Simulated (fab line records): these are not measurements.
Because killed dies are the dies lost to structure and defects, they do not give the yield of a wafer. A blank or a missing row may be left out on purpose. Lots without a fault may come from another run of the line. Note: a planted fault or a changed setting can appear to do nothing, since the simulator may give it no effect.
fab line records ; flow n5Finfet
record: lots: 7; wafers: 21
route steps=1938 shown BEOL_M5@1161 BEOL_M6@1239 BEOL_M7@1308 BEOL_M8@1359 BEOL_M9@1419
startH: start of the lot's first displayed wafer, in hours after the record's first day ; waitH: hours from the lot's prior step to this one ; " the same as in the row above ; L1.1+2: a row that stands for several wafers ; - no value present, or no start provided ; * or withheld: withheld ; < > ~ a bound
route shown NAME@n: names a module that has steps shown in the file, with the first one's number in the route ; usual: mean/standard deviation of fault-free wafers ; same: alike in all rows ; chamber/n: place in a boat ; sites: each site's reading ; _std_site: standard deviation across them ; _edge_site: mean of outer sites minus mean of inner sites ; radiusMm: how far each site lies from the wafer's centre ; mask NAME#n: copy n ; behind: the tool/chamber that last shaped the wafer ; hold: cause of the lot's hold/its duration in hours/its outcome ; device: transistor that didn't switch, given as n, p or np ; end of line: the tests these same wafers got at the end of their route ; a step with no rows: only its recipe ; killed: not the wafer's yield, but the dies lost to structure and defects at the first sort ; map: shows each die of a wafer: x if killed, . if not, _ if none is there
set.NAME: the setting the step ran with; set.NAME@STEP: the setting that earlier step ran with ; model.NAME: the simulator's own value behind a step, which no gauge read
one table per step and one row per wafer, for lots whose settings were changed on purpose
== steps ==
step: N5_BEOL_M5_ETCH_41
recipe: chemistry: CH3F/O2; target: SiCN; targetDepthA: 315; taperDeg: 2; timeS: 56.7; ionEnergyEv: 120; maskMaterial: TiN; pressureMtorr: 30; sourceW: 395; biasW: 75; Ar_flow_sccm: 150; CH3F_flow_sccm: 30; O2_flow_sccm: 20
usual: rfVppV: 297.5/1.8
lot.wafer;tool;chamber;startH;waitH;set.sourceW;rfVppV
L077.2;rieDiel-05;3;-;-;395;295.0
L077.4;rieDiel-05;3;-;-;395;295.0
L077.6;rieDiel-05;1;-;-;395;299.4
L081.1;rieDiel-03;1;-;-;395;298.4
L081.2;rieDiel-03;3;-;-;395;296.6
L081.3;rieDiel-03;0;-;-;395;296.3
L087.1;rieDiel-05;1;-;-;395;299.9
L087.3;rieDiel-05;2;-;-;395;300.0
L087.6;rieDiel-05;0;-;-;395;299.5
L088.3;rieDiel-04;0;-;-;395;296.4
L088.4;rieDiel-04;1;-;-;358.6;309.3
L088.5;rieDiel-04;0;-;-;395;297.9
L089.2;rieDiel-04;2;-;-;395;296.2
L089.3;rieDiel-04;0;-;-;429.5;290.7
L089.4;rieDiel-04;3;-;-;395;299.2
L094.2;rieDiel-03;2;-;-;395;297.5
L094.5;rieDiel-03;2;-;-;415.2;294.1
L094.6;rieDiel-03;1;-;-;395;296.5
L097.1;rieDiel-03;2;-;-;395;298.7
L097.2;rieDiel-03;3;-;-;395;295.6
L097.3;rieDiel-03;1;-;-;395;295.6
step: N5_BEOL_M5_STRIP_91
recipe: chemistry: N2/H2; timeS: 10; powerW: 450; tempC: 40; pressureMtorr: 20; rfFrequencyHz: 6e+07; biasPowerW: 7; n2FlowSccm: 200; h2FlowSccm: 200
step: N5_BEOL_M5_OCD_MEAS_38
usual: trenchDepthNm: 71.5/1.3
lot.wafer;tool;chamber;startH;waitH;set.timeS@BEOL_M5_TRENCH_ETCH_37;trenchDepthNm
L077.2;ocd-01;-;184.42;-;24.7;71.8
L077.4;ocd-01;-;184.42;-;24.7;71.2
L077.6;ocd-01;-;184.42;-;24.7;72.8
L081.1;ocd-01;-;233.93;-;22.77;65.3
L081.2;ocd-01;-;233.93;-;24.7;71.8
L081.3;ocd-01;-;233.93;-;24.7;72.0
L087.1;ocd-01;-;263.70;-;24.7;72.3
L087.3;ocd-01;-;263.70;-;24.7;73.1
L087.6;ocd-01;-;263.70;-;19.26;54.5
L088.3;ocd-02;-;263.76;-;24.7;70.6
L088.4;ocd-02;-;263.76;-;20.14;56.6
L088.5;ocd-02;-;263.76;-;24.7;71.5
L089.2;ocd-01;-;269.58;-;24.7;71.1
L089.3;ocd-01;-;269.58;-;24.7;71.4
L089.4;ocd-01;-;269.58;-;24.7;70.2
L094.2;ocd-02;-;327.48;-;24.7;75.6
L094.5;ocd-02;-;327.48;-;24.7;75.7
L094.6;ocd-02;-;327.48;-;28.81;81.8
L097.1;ocd-02;-;353.51;-;22.19;66.1
L097.2;ocd-02;-;353.51;-;24.7;71.7
L097.3;ocd-02;-;353.51;-;22.19;63.2
step: N5_BEOL_M6_TRENCH_ETCH_37
recipe: chemistry: C4F6/O2; targetDepthA: 944.35; target: SiCOH_lowk; timeS: 31.5; ionEnergyEv: 250; pressureMtorr: 30; sourceW: 345; biasW: 185; Ar_flow_sccm: 300; C4F6_flow_sccm: 10; O2_flow_sccm: 10
lot.wafer;tool;chamber;startH;waitH;set.timeS;model.etch.depthNm;model.BEOL_M6.featureDepthNm
L077.2;rieDiel-06;0;-;-;31.5;91.36;91.4
L077.4;rieDiel-06;2;-;-;31.5;94.1;94
L077.6;rieDiel-06;0;-;-;31.5;92.13;92.2
L081.1;rieDiel-02;1;-;-;35.44;106.2;106.2
L081.2;rieDiel-02;2;-;-;31.5;93.54;93.6
L081.3;rieDiel-02;3;-;-;35.44;106;106
L087.1+6;rieDiel-02;0,2;-;-;34.05;100.1;100
L087.3;rieDiel-02;3;-;-;31.5;93.58;93.6
L088.3;rieDiel-06;2;-;-;31.5;93.28;93.2
L088.4;rieDiel-06;0;-;-;31.5;90.43;90.4
L088.5;rieDiel-06;3;-;-;31.5;93.14;93.2
L089.2;rieDiel-02;1;-;-;31.5;93.11;93.2
L089.3+4;rieDiel-02;0,3;-;-;38.32;113.3;113.2
L094.2;rieDiel-02;0;-;-;37.64;111.2;111.2
L094.5;rieDiel-02;0;-;-;31.5;92.79;92.8
L094.6;rieDiel-02;1;-;-;31.5;92.52;92.6
L097.1;rieDiel-02;1;-;-;31.5;93.44;93.4
L097.2;rieDiel-02;3;-;-;31.5;94;94
L097.3;rieDiel-02;0;-;-;31.5;93.2;93.2
step: N5_BEOL_M6_ETCH_41
recipe: chemistry: CH3F/O2; target: SiCN; targetDepthA: 297; taperDeg: 2; timeS: 52; ionEnergyEv: 120; maskMaterial: TiN; pressureMtorr: 30; sourceW: 395; biasW: 75; Ar_flow_sccm: 150; CH3F_flow_sccm: 30; O2_flow_sccm: 20
step: N5_BEOL_M6_STRIP_80
recipe: chemistry: N2/H2; timeS: 10; powerW: 450; tempC: 40; pressureMtorr: 20; rfFrequencyHz: 6e+07; biasPowerW: 7; n2FlowSccm: 200; h2FlowSccm: 200
step: N5_BEOL_M6_OCD_MEAS_38
usual: trenchDepthNm: 93.5/1.7
lot.wafer;tool;chamber;startH;waitH;set.timeS@BEOL_M6_TRENCH_ETCH_37;trenchDepthNm
L077.2;ocd-02;-;201.16;-;31.5;91.1
L077.4;ocd-02;-;201.16;-;31.5;94.0
L077.6;ocd-02;-;201.16;-;31.5;92.6
L081.1;ocd-02;-;248.02;-;35.44;106.1
L081.2;ocd-02;-;248.02;-;31.5;93.4
L081.3;ocd-02;-;248.02;-;35.44;106.1
L087.1;ocd-01;-;275.88;-;34.05;99.8
L087.3;ocd-01;-;275.88;-;31.5;94.0
L087.6;ocd-01;-;275.88;-;34.05;100.1
L088.3;ocd-02;-;279.16;-;31.5;93.3
L088.4;ocd-02;-;279.16;-;31.5;90.4
L088.5;ocd-02;-;279.16;-;31.5;92.7
L089.2;ocd-02;-;280.60;-;31.5;93.4
L089.3;ocd-02;-;280.60;-;38.32;113.3
L089.4;ocd-02;-;280.60;-;38.32;113.2
L094.2;ocd-02;-;340.75;-;37.64;110.9
L094.5;ocd-02;-;340.75;-;31.5;92.6
L094.6;ocd-02;-;340.75;-;31.5;92.1
L097.1;ocd-01;-;364.77;-;31.5;93.6
L097.2;ocd-01;-;364.77;-;31.5;93.8
L097.3;ocd-01;-;364.77;-;31.5;93.5
step: N5_BEOL_M6_ALD_77
recipe: material: TaN; targetThkA: 20; tempC: 275; aldPrecursorFamily: PDMAT; aldCoReactant: NH3; pressureTorr: 3; carrierFlowSccm: 1500; pulseTimeS: 2; purgeTimeS: 3; coReactantPurgeTimeS: 2; coReactantPulseTimeS: 3; aldCycles: 40; precursorVesselTempC: 75; precursorVesselPressureTorr: 26.25; precursorVesselCarrierSccm: 1000
lot.wafer;tool;chamber;startH;waitH;set.coReactantPulseTimeS
L077.2+4+6;aldMetal-04;2,0,1;202.84;0.0;3
L081.1;aldMetal-01;2;248.64;0.0;3
L081.2+3;aldMetal-01;0,1;248.64;0.0;3.45
L087.1+3+6;aldMetal-03;0,1,1;278.43;0.0;3
L088.3+4;aldMetal-01;0,3;280.10;0.0;3
L088.5;aldMetal-01;1;280.10;0.0;3.294
L089.2+3;aldMetal-03;1,3;281.72;0.3;3.329
L089.4;aldMetal-03;0;281.72;0.3;3
L094.2;aldMetal-01;3;341.73;0.0;3
L094.5+6;aldMetal-01;3,2;341.73;0.0;2.485
L097.1;aldMetal-01;2;365.44;0.1;3.542
L097.2+3;aldMetal-01;0,3;365.44;0.1;3
step: N5_BEOL_M6_SURFACE_TREAT_79
recipe: gas: Ar; timeS: *; ionEnergyEv: *; ionCurrentMaCm2: 0.5; pressureMtorr: *; arFlowSccm: 30
step: N5_BEOL_M6_CVD_78
recipe: material: Co; targetThkA: 20; tempC: withheld; precursor: CCTBA/H2; pressureTorr: 30; timeS: 142.3
step: N5_BEOL_M6_ECD_50
recipe: material: Cu; targetThkA: 3000
step: N5_BEOL_M6_ANNEAL_51
recipe: tempC: 225; timeS: 90; ambient: N2
step: N5_BEOL_M6_CMP_52
recipe: stopOn: SiCOH_lowk; tOverpolishS: 6.9; downForcePsi: 1; platenRpm: 50; clearingPlatenDownForcePsi: 1.5; clearingPlatenRpm: 50; postCmpClean: cuAlkaline; targetThkNm: 80; clearingPlatenPadVelocityMS: 0.99484; padVelocityMS: 0.99484
lot.wafer;tool;chamber;startH;waitH;set.timeS@BEOL_M6_TRENCH_ETCH_37;model.Cu_of_BEOL_M6_ECD_50.thkNm
L077.2;cmp-02;1;203.88;0.2;31.5;77
L077.4+6;cmp-02;3,1;203.88;0.2;31.5;78.8
L081.3;cmp-02;1;251.31;0.2;35.44;92.8
L081.2;cmp-02;2;251.31;0.2;31.5;78
L081.1;cmp-02;3;251.31;0.2;35.44;92.6
L087.3;cmp-04;1;280.24;0.2;31.5;78.2
L087.1;cmp-04;3;280.24;0.2;34.05;85.8
L087.6;cmp-04;1;280.24;0.2;34.05;86
L088.4;cmp-02;0;281.55;0.2;31.5;77.6
L088.3;cmp-02;1;281.55;0.2;31.5;81
L088.5;cmp-02;3;281.55;0.2;31.5;80.6
L089.3;cmp-03;1;284.57;0.3;38.32;100
L089.2;cmp-03;3;284.57;0.3;31.5;79
L089.4;cmp-03;0;284.57;0.3;38.32;99.2
L094.2;cmp-03;0;343.35;0.5;37.64;95
L094.6;cmp-03;2;343.35;0.5;31.5;76.4
L094.5;cmp-03;3;343.35;0.5;31.5;76.8
L097.2;cmp-03;3;366.68;0.4;31.5;81.4
L097.3;cmp-03;0;366.68;0.4;31.5;79
L097.1;cmp-03;2;366.68;0.4;31.5;80
step: N5_BEOL_M6_THK_MEAS_53
recipe: thkMeasGauge: xrf; reads: Cu_of_BEOL_M6_ECD_50
usual: M6_THK: 80.2/2.3
lot.wafer;tool;chamber;startH;waitH;set.timeS@BEOL_M6_TRENCH_ETCH_37;M6_THK[nm]
L077.2;filmMetro-02;-;204.17;-;31.5;78.8
L077.4;filmMetro-02;-;204.17;-;31.5;80.1
L077.6;filmMetro-02;-;204.17;-;31.5;80.4
L081.1;filmMetro-02;-;251.60;-;35.44;93.3
L081.2;filmMetro-02;-;251.60;-;31.5;78.7
L081.3;filmMetro-02;-;251.60;-;35.44;94.0
L087.1;filmMetro-01;-;280.50;-;34.05;85.8
L087.3;filmMetro-01;-;280.50;-;31.5;78.1
L087.6;filmMetro-01;-;280.50;-;34.05;86.5
L088.3;filmMetro-01;-;281.81;-;31.5;81.3
L088.4;filmMetro-01;-;281.81;-;31.5;77.8
L088.5;filmMetro-01;-;281.81;-;31.5;80.6
L089.2;filmMetro-01;-;284.86;-;31.5;79.1
L089.3;filmMetro-01;-;284.86;-;38.32;100.3
L089.4;filmMetro-01;-;284.86;-;38.32;99.9
L094.2;filmMetro-02;-;343.56;-;37.64;96.4
L094.5;filmMetro-02;-;343.56;-;31.5;78.3
L094.6;filmMetro-02;-;343.56;-;31.5;77.5
L097.1;filmMetro-02;-;366.97;-;31.5;80.9
L097.2;filmMetro-02;-;366.97;-;31.5;81.9
L097.3;filmMetro-02;-;366.97;-;31.5;79.5
step: N5_BEOL_M6_PRE_CLEAN_55
recipe: gas: NH3; timeS: 15; tempC: withheld; rfPowerW: 300
step: N5_BEOL_M6_DEP_56
recipe: material: SiCN; targetThkA: 100; tempC: withheld; precursor: 3MS/NH3; pressureTorr: 3; rfW: 202; timeS: 17.5
step: N5_BEOL_M6_RS_MEAS_57
recipe: thkMeasGauge: four-point-probe; reads: Cu_of_BEOL_M6_ECD_50+Co_of_BEOL_M6_CVD_78+TaN_of_BEOL_M6_ALD_77
usual: M6_RS: 0.289/0.0095
lot.wafer;tool;chamber;startH;waitH;set.timeS@BEOL_M6_TRENCH_ETCH_37;M6_RS[ohm/sq]
L077.2;filmMetro-02;-;204.30;0.1;31.5;0.299
L077.4;filmMetro-02;-;204.30;0.1;31.5;0.291
L077.6;filmMetro-02;-;204.30;0.1;31.5;0.292
L081.1;filmMetro-02;-;251.73;0.1;35.44;0.241
L081.2;filmMetro-02;-;251.73;0.1;31.5;0.294
L081.3;filmMetro-02;-;251.73;0.1;35.44;0.241
L087.1;filmMetro-01;-;280.63;0.1;34.05;0.264
L087.3;filmMetro-01;-;280.63;0.1;31.5;0.294
L087.6;filmMetro-01;-;280.63;0.1;34.05;0.264
L088.3;filmMetro-02;-;281.94;0.1;31.5;0.281
L088.4;filmMetro-02;-;281.94;0.1;31.5;0.296
L088.5;filmMetro-02;-;281.94;0.1;31.5;0.284
L089.2;filmMetro-01;-;285.00;0.1;31.5;0.290
L089.3;filmMetro-01;-;285.00;0.1;38.32;0.221
L089.4;filmMetro-01;-;285.00;0.1;38.32;0.223
L094.2;filmMetro-02;-;343.70;0.1;37.64;0.235
L094.5;filmMetro-02;-;343.70;0.1;31.5;0.300
L094.6;filmMetro-02;-;343.70;0.1;31.5;0.302
L097.1;filmMetro-01;-;367.10;0.1;31.5;0.287
L097.2;filmMetro-01;-;367.10;0.1;31.5;0.281
L097.3;filmMetro-01;-;367.10;0.1;31.5;0.291
step: N5_BEOL_M7_TRENCH_ETCH_37
recipe: chemistry: C4F6/O2; targetDepthA: 934.78; target: SiCOH_lowk; timeS: 31.2; ionEnergyEv: 250; pressureMtorr: 30; sourceW: 345; biasW: 185; Ar_flow_sccm: 300; C4F6_flow_sccm: 10; O2_flow_sccm: 10
lot.wafer;tool;chamber;startH;waitH;set.sourceW;model.BEOL_M7.featureDepthNm;model.etch.depthNm
L077.2;rieDiel-03;0;-;-;345;92.6;92.7
L077.4;rieDiel-03;3;-;-;345;93.8;93.75
L077.6;rieDiel-03;3;-;-;345;93;93.06
L081.1;rieDiel-04;2;-;-;345;91.6;91.58
L081.2;rieDiel-04;3;-;-;345;91.6;91.68
L081.3;rieDiel-04;0;-;-;328.7;91;90.95
L087.1;rieDiel-04;0;-;-;378.4;95.6;95.64
L087.3;rieDiel-04;1;-;-;345;90.2;90.3
L087.6;rieDiel-04;1;-;-;345;90.8;90.9
L088.3;rieDiel-03;3;-;-;345;94.2;94.16
L088.4;rieDiel-03;0;-;-;295.8;87.2;87.12
L088.5;rieDiel-03;0;-;-;295.8;87.4;87.39
L089.2;rieDiel-05;0;-;-;316.1;90.2;90.3
L089.3;rieDiel-05;1;-;-;316.1;90.8;90.81
L089.4;rieDiel-05;2;-;-;345;94.4;94.43
L094.2;rieDiel-03;0;-;-;323.1;90.4;90.48
L094.5;rieDiel-03;2;-;-;345;97.4;97.42
L094.6;rieDiel-03;1;-;-;323.1;89;89.03
L097.1;rieDiel-03;3;-;-;345;93.8;93.77
L097.2;rieDiel-03;1;-;-;345;91.2;91.22
L097.3;rieDiel-03;2;-;-;345;96.6;96.65
step: N5_BEOL_M7_ETCH_41
recipe: chemistry: CH3F/O2; target: SiCN; targetDepthA: 319; taperDeg: 2; timeS: 57.8; ionEnergyEv: 120; maskMaterial: TiN; pressureMtorr: 30; sourceW: 395; biasW: 75; Ar_flow_sccm: 150; CH3F_flow_sccm: 30; O2_flow_sccm: 20
step: N5_BEOL_M7_STRIP_80
recipe: chemistry: N2/H2; timeS: 10; powerW: 450; tempC: 40; pressureMtorr: 20; rfFrequencyHz: 6e+07; biasPowerW: 7; n2FlowSccm: 200; h2FlowSccm: 200
step: N5_BEOL_M7_OCD_MEAS_38
usual: trenchDepthNm: 93.4/1.9
lot.wafer;tool;chamber;startH;waitH;set.sourceW@BEOL_M7_TRENCH_ETCH_37;trenchDepthNm
L077.2;ocd-02;-;209.16;-;345;92.8
L077.4;ocd-02;-;209.16;-;345;93.7
L077.6;ocd-02;-;209.16;-;345;92.9
L081.1;ocd-01;-;257.71;-;345;91.8
L081.2;ocd-01;-;257.71;-;345;91.7
L081.3;ocd-01;-;257.71;-;328.7;91.1
L087.1;ocd-02;-;286.63;-;378.4;95.6
L087.3;ocd-02;-;286.63;-;345;90.1
L087.6;ocd-02;-;286.63;-;345;90.7
L088.3;ocd-01;-;287.08;-;345;94.5
L088.4;ocd-01;-;287.08;-;295.8;86.9
L088.5;ocd-01;-;287.08;-;295.8;87.6
L089.2;ocd-02;-;293.55;-;316.1;90.2
L089.3;ocd-02;-;293.55;-;316.1;91.3
L089.4;ocd-02;-;293.55;-;345;94.7
L094.2;ocd-01;-;347.47;-;323.1;90.5
L094.5;ocd-01;-;347.47;-;345;97.7
L094.6;ocd-01;-;347.47;-;323.1;89.3
L097.1;ocd-02;-;370.38;-;345;94.0
L097.2;ocd-02;-;370.38;-;345;91.1
L097.3;ocd-02;-;370.38;-;345;96.7
step: N5_BEOL_M8_COAT_22
recipe: resist: CAR-EUV; spinRpm: 1500; resistThkNm: 30
lot.wafer;tool;chamber;startH;waitH;set.spinRpm;model.CAR-EUV_of_BEOL_M8_COAT_22.thkNm
L077.2;lithoTrack-04;0;-;-;1500;30
L077.4+6;lithoTrack-04;0;-;-;1500;30.2
L081.1;lithoTrack-02;0;-;-;1663;28.8
L081.2+3;lithoTrack-02;0;-;-;1500;30.2
L088.3+4+5;lithoTrack-02;0;-;-;1500;30
L087.1+3;lithoTrack-04;0;-;-;1364;31.6
L087.6;lithoTrack-04;0;-;-;1500;30.2
L089.2+3;lithoTrack-04;0;-;-;1500;30
L089.4;lithoTrack-04;0;-;-;1500;29.8
L094.2;lithoTrack-04;0;-;-;1500;30
L094.5+6;lithoTrack-04;0;-;-;1500;29.8
L097.1;lithoTrack-04;0;-;-;1500;29.8
L097.2;lithoTrack-04;0;-;-;1500;30
L097.3;lithoTrack-04;0;-;-;1401;31
step: N5_BEOL_M8_EBR_24
recipe: solvent: PGMEA; ebrWidthMm: 1.5
step: N5_BEOL_M8_SOFTBAKE_23
recipe: tempC: 110; timeS: 60; resist: CAR-EUV
step: N5_BEOL_M8_EXPOSE_25
recipe: maskId: V7; na: 0.33; sourceShape: annular; sigmaInner: 0.4; sigmaOuter: 0.8; polarization: unpolarized; targetCdNm: 40; doseMj: 42.5
step: N5_BEOL_M8_PEB_26
recipe: pebTempC: 100; pebTimeS: 60; resist: CAR-EUV
step: N5_BEOL_M8_DEVELOP_27
recipe: developTimeS: 30; developer: TMAH; resist: CAR-EUV; rinseLiquid: surfactantRinse; dry: airSpin; devTempC: 23
lot.wafer;tool;chamber;startH;waitH;set.spinRpm@BEOL_M8_COAT_22;model.CAR-EUV_of_BEOL_M8_COAT_22.thkNm
L077.2+4+6;lithoTrack-04;0;-;-;1500;29.6
L081.1;lithoTrack-04;0;-;-;1663;28.2
L081.2+3;lithoTrack-04;0;-;-;1500;29.8
L088.3+4+5;lithoTrack-05;0;-;-;1500;29.6
L087.1+3;lithoTrack-04;0;-;-;1364;31
L087.6;lithoTrack-04;0;-;-;1500;29.6
L089.2+3+4;lithoTrack-02;0;-;-;1500;29.4
L094.2+5+6;lithoTrack-04;0;-;-;1500;29.4
L097.1;lithoTrack-05;0;-;-;1500;29.4
L097.2;lithoTrack-05;0;-;-;1500;29.6
L097.3;lithoTrack-05;0;-;-;1401;30.6
step: N5_BEOL_M9_ETCH_62
recipe: chemistry: N2/H2; target: SOC; targetDepthA: 1100; overetchA: 220; maskMaterial: SiARC; tempC: 40; timeS: 165; ionEnergyEv: 200; pressureMtorr: 30; sourceW: 840; biasW: 150; n2FlowSccm: 200; h2FlowSccm: 200
lot.wafer;tool;chamber;startH;waitH;set.timeS;model.SiARC_of_BEOL_M9_COAT_60.thkNm
L077.2;rieDiel-05;3;227.17;0.0;165;23.6
L077.4;rieDiel-05;1;227.17;0.0;165;23.2
L077.6;rieDiel-05;2;227.17;0.0;165;23.4
L081.1;rieDiel-03;2;274.40;0.0;153.4;23.4
L081.2;rieDiel-03;3;274.40;0.0;165;23.4
L081.3;rieDiel-03;1;274.40;0.0;153.4;24
L088.3+5;rieDiel-04;1,3;303.31;0.0;165;23.6
L088.4;rieDiel-04;0;303.31;0.0;165;23.4
L087.1+6;rieDiel-03;1,0;306.50;0.0;165;23.6
L087.3;rieDiel-03;3;306.50;0.0;128.7;25
L089.2+4;rieDiel-05;0,3;308.33;0.0;150.1;24.4
L089.3;rieDiel-05;1;308.33;0.0;165;23.6
L094.2;rieDiel-04;0;362.98;0.0;165;23.6
L094.5;rieDiel-04;0;362.98;0.0;165;23.4
L094.6;rieDiel-04;2;362.98;0.0;199.2;22.2
L097.1;rieDiel-04;1;382.87;0.0;165;23.6
L097.2;rieDiel-04;0;382.87;0.0;192.8;22.2
L097.3;rieDiel-04;3;382.87;0.0;192.8;22.6
step: N5_BEOL_M9_STRIP_68
recipe: chemistry: N2/H2; tempC: 40; n2FlowSccm: 200; h2FlowSccm: 200; rfFrequencyHz: 6e+07
step: N5_BEOL_M9_STRIP_67
recipe: chemistry: CF4; resist: SiARC; powerW: 300; biasPowerW: 75; pressureMtorr: 50; cf4FlowSccm: 150; rfFrequencyHz: 6e+07
step: N5_BEOL_M9_HM_OPEN_17
recipe: chemistry: Cl2/BCl3; targetDepthA: 200; overetchA: 60; target: TiN; maskMaterial: SOC; ionEnergyEv: 150; pressureMtorr: 10; icpW: 1000; biasW: 126; Cl2_flow_sccm: 53.25; bcl3FlowSccm: 21.75; Ar_flow_sccm: 25
lot.wafer;tool;chamber;startH;waitH;set.timeS@BEOL_M9_ETCH_62;model.etch.depthNm
L077.2;rieMetal-01;0;227.35;0.0;165;20.4
L077.4;rieMetal-01;0;227.35;0.0;165;20.42
L077.6;rieMetal-01;0;227.35;0.0;165;20.35
L081.1+3;rieMetal-02;0,1;274.59;0.0;153.4;20.1
L081.2;rieMetal-02;1;274.59;0.0;165;19.96
L088.3;rieMetal-03;0;303.52;0.1;165;20.09
L088.4+5;rieMetal-03;1,0;303.52;0.1;165;20.12
L087.1;rieMetal-02;1;306.69;0.0;165;20.17
L087.3;rieMetal-02;1;306.69;0.0;128.7;20.44
L087.6;rieMetal-02;0;306.69;0.0;165;20.36
L089.2;rieMetal-01;0;308.52;0.0;150.1;19.9
L089.3;rieMetal-01;1;308.52;0.0;165;19.96
L089.4;rieMetal-01;0;308.52;0.0;150.1;20.12
L094.2;rieMetal-02;1;363.16;0.0;165;19.98
L094.5;rieMetal-02;1;363.16;0.0;165;19.97
L094.6;rieMetal-02;0;363.16;0.0;199.2;16.67
L097.1;rieMetal-01;1;383.05;0.0;165;19.99
L097.2;rieMetal-01;0;383.05;0.0;192.8;17.01
L097.3;rieMetal-01;1;383.05;0.0;192.8;17.38
== key ==
split: step: N5_BEOL_M5_ETCH_41; setting: sourceW; stated: 395; by: wafer
response: step: N5_BEOL_M5_ETCH_41; reading: rfVppV; change: -1; per: 1%; r: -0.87
split: step: N5_BEOL_M6_TRENCH_ETCH_37; setting: timeS; stated: 31.5; by: wafer
response: step: N5_BEOL_M6_TRENCH_ETCH_37; reading: model.etch.depthNm; change: +0.941; per: 1%; r: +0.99
response: step: N5_BEOL_M6_TRENCH_ETCH_37; reading: model.BEOL_M6.featureDepthNm; change: +0.936; per: 1%; r: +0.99
response: step: N5_BEOL_M6_OCD_MEAS_38; reading: trenchDepthNm; change: +0.932; per: 1%; r: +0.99
response: step: N5_BEOL_M6_CMP_52; reading: model.Cu_of_BEOL_M6_ECD_50.thkNm; change: +0.981; per: 1%; r: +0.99
response: step: N5_BEOL_M6_THK_MEAS_53; reading: M6_THK; change: +0.996; per: 1%; r: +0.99
response: step: N5_BEOL_M6_RS_MEAS_57; reading: M6_RS; change: -0.00343; per: 1%; r: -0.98
split: step: N5_BEOL_M6_ALD_77; setting: coReactantPulseTimeS; stated: 3; by: wafer
response none clear
split: step: N5_BEOL_M7_TRENCH_ETCH_37; setting: sourceW; stated: 345; by: wafer
response: step: N5_BEOL_M7_TRENCH_ETCH_37; reading: model.BEOL_M7.featureDepthNm; change: +0.54; per: 1%; r: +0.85
response: step: N5_BEOL_M7_TRENCH_ETCH_37; reading: model.etch.depthNm; change: +0.539; per: 1%; r: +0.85
response: step: N5_BEOL_M7_OCD_MEAS_38; reading: trenchDepthNm; change: +0.558; per: 1%; r: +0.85
split: step: N5_BEOL_M8_COAT_22; setting: spinRpm; stated: 1500; by: wafer
response: step: N5_BEOL_M8_COAT_22; reading: model.CAR-EUV_of_BEOL_M8_COAT_22.thkNm; change: -0.144; per: 1%; r: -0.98
response: step: N5_BEOL_M8_DEVELOP_27; reading: model.CAR-EUV_of_BEOL_M8_COAT_22.thkNm; change: -0.153; per: 1%; r: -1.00
split: step: N5_BEOL_M9_ETCH_62; setting: timeS; stated: 165; by: wafer
response: step: N5_BEOL_M9_ETCH_62; reading: model.SiARC_of_BEOL_M9_COAT_60.thkNm; change: -0.0657; per: 1%; r: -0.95
response: step: N5_BEOL_M9_HM_OPEN_17; reading: model.etch.depthNm; shape: bent; atLowest: 20.44; atStated: 20.15; atHighest: 16.67
split outsideThisFile step=N5_BEOL_M5_TRENCH_ETCH_37 setting=timeS
split outsideThisFile: this setting was split too, and the file shows its column; the key of that split is in another file
